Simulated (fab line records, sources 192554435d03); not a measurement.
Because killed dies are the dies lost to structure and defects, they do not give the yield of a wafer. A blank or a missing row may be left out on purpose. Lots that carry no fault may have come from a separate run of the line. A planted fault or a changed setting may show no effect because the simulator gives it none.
Which tool did it?	flow n5Finfet	12 lots, 36 wafers sampled, at 1 step of a route of 1938

== WHAT EACH GAUGE READ, for each wafer ==
N5_GATE_CUT_INSPECT_15: inspects for defects (brightfield).
lot	measured	on	rawDefectCount
L600	day 4 20:07	defectInspect-02	69 156 108
L601	day 5 03:38	defectInspect-02	148 104 184
L604	day 5 17:07	defectInspect-01	65 52 112
L605	day 6 02:02	defectInspect-01	139 156 136
L607	day 6 13:58	defectInspect-02	96 249 277
L608	day 6 17:49	defectInspect-01	93 126 78
L609	day 7 00:50	defectInspect-02	224 207 151
L610	day 7 05:45	defectInspect-02	115 122 76
L611	day 7 16:21	defectInspect-02	106 123 144
L620	day 10 01:22	defectInspect-01	153 105 190
L621	day 10 02:16	defectInspect-01	63 115 76
L622	day 10 08:52	defectInspect-02	140 157 137

== WHAT TOOL EACH LOT RAN ON (gives the tool, then ch and the chambers of the sampled wafers, and finally the start) ==
The record shows no process step preceding these readings.

== WHAT THE TOOLS THEMSELVES READ (means of the sampled wafers that have a number; where no wafer has one, the mark that the record gives instead) ==
The record holds no such reading with a usual standard deviation.

== THE ANSWER, worked out from the rows above alone ==
Rule: the lots themselves supply what counts as usual. Put in order of their means at a reading, lots are off if they are a third of the lots or fewer, leave a main group of 4 or more, and stand apart from it by a gap of 3 or more times the standard deviation of the main group's means; of several such gaps the widest counts. A main group is skipped when, at the precision printed for the reading in the tables above, its means are all equal. A lot without any number at a reading at which 4 lots or more have one is off too. The other lots that the step has rows for count as sound. Order of review: gauges by route order, followed by the tools' own readings, for which a lot's mean as printed above is used. The first step at which some lot is off is used, and at that step the reading that is off furthest; a lot without a number counts as furthest.
No lot is off at any reading shown: from this, nothing can be told.

== WHAT THE SIMULATOR PUT IN ==
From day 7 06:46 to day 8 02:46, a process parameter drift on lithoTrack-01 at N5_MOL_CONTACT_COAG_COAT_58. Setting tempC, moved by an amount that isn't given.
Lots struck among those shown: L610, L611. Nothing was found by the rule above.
